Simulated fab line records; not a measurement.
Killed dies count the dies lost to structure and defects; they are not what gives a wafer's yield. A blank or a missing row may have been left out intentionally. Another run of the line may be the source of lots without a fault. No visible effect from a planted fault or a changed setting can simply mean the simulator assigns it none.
Chamber matching | flow n5 finfet | rie diel-05 running N5_SD_EPI_N_ETCH_35: 4 sister chambers
The step etches SOC in N2/H2, overetch 108 nm, time 486 s. 20 wafers are shown with their chamber, then 10 later ones without.

EACH WAFER AND ITS CHAMBER
wafer  | chamber | drypump motor current A (A) | throttle valve pct (%) | showerhead plenum p Torr (Torr)
L076.2 | 0       | 5.7                         | 23.0                   | 2.68
L076.5 | 1       | 6.2                         | 24.5                   | 2.41
L076.6 | 2       | 5.8                         | 23.7                   | 2.61
L077.2 | 2       | 5.8                         | 23.7                   | 2.61
L077.3 | 1       | 6.2                         | 24.5                   | 2.41
L077.6 | 2       | 5.8                         | 23.7                   | 2.61
L079.2 | 1       | 6.2                         | 24.5                   | 2.41
L079.3 | 3       | 6.7                         | 23.5                   | 2.38
L079.4 | 0       | 5.7                         | 23.0                   | 2.68
L080.2 | 3       | 6.7                         | 23.5                   | 2.37
L080.4 | 0       | 5.7                         | 23.1                   | 2.68
L080.5 | 0       | 5.7                         | 23.1                   | 2.68
L085.2 | 2       | 5.8                         | 23.7                   | 2.60
L085.3 | 0       | 5.7                         | 23.1                   | 2.67
L085.6 | 2       | 5.8                         | 23.7                   | 2.60
L086.3 | 3       | 6.7                         | 23.3                   | 2.69
L086.5 | 2       | 5.8                         | 23.7                   | 2.60
L086.6 | 3       | 6.7                         | 23.3                   | 2.69
L087.1 | 3       | 6.8                         | 23.3                   | 2.69
L087.2 | 2       | 5.8                         | 23.8                   | 2.60

SIGNATURES, as means of the wafers listed above
reading                  | chamber 0 | chamber 1 | chamber 2 | chamber 3 | scatter within a chamber
drypump motor current A  | 5.700     | 6.200     | 5.800     | 6.720     | 0.0224
throttle valve pct       | 23.060    | 24.500    | 23.714    | 23.380    | 0.0655
showerhead plenum p Torr | 2.6780    | 2.4100    | 2.6043    | 2.5640    | 0.0864
Rule: for each reading, subtract the chamber's mean from the wafer's reading, divide by that reading's scatter and square the result; add these up over the readings and take the root, which gives the wafer's distance from the chamber. The wafer belongs to the nearest chamber; if the next one is less than 2 further off, it can't be placed. The scatter: the root of (the sum of the squares of (reading less its chamber's mean) over the shown wafers, divided by (wafers less chambers)).

WAFERS WHOSE CHAMBER IS MISSING
wafer  | drypump motor current A (A) | throttle valve pct (%) | showerhead plenum p Torr (Torr)
L087.6 | 6.7                         | 23.3                   | 2.69
L092.3 | 5.7                         | 23.1                   | 2.67
L092.5 | 5.8                         | 23.8                   | 2.59
L092.6 | 6.8                         | 23.3                   | 2.69
L095.1 | 6.2                         | 24.4                   | 2.72
L095.3 | 6.7                         | 23.3                   | 2.68
L095.6 | 6.2                         | 24.4                   | 2.72
L096.1 | 5.8                         | 23.8                   | 2.59
L096.5 | 5.8                         | 23.8                   | 2.59
L096.6 | 6.2                         | 24.4                   | 2.72

WHICH CHAMBER EACH ONE RAN IN
wafer  | from the rows above | in truth
L087.6 | 3                   | 3
L092.3 | 0                   | 0
L092.5 | 2                   | 2
L092.6 | 3                   | 3
L095.1 | 1                   | 1
L095.3 | 3                   | 3
L095.6 | 1                   | 1
L096.1 | 2                   | 2
L096.5 | 2                   | 2
L096.6 | 1                   | 1
10 of 10 placed correctly. Left unplaced by these rows: 0. Placed wrongly: 0.
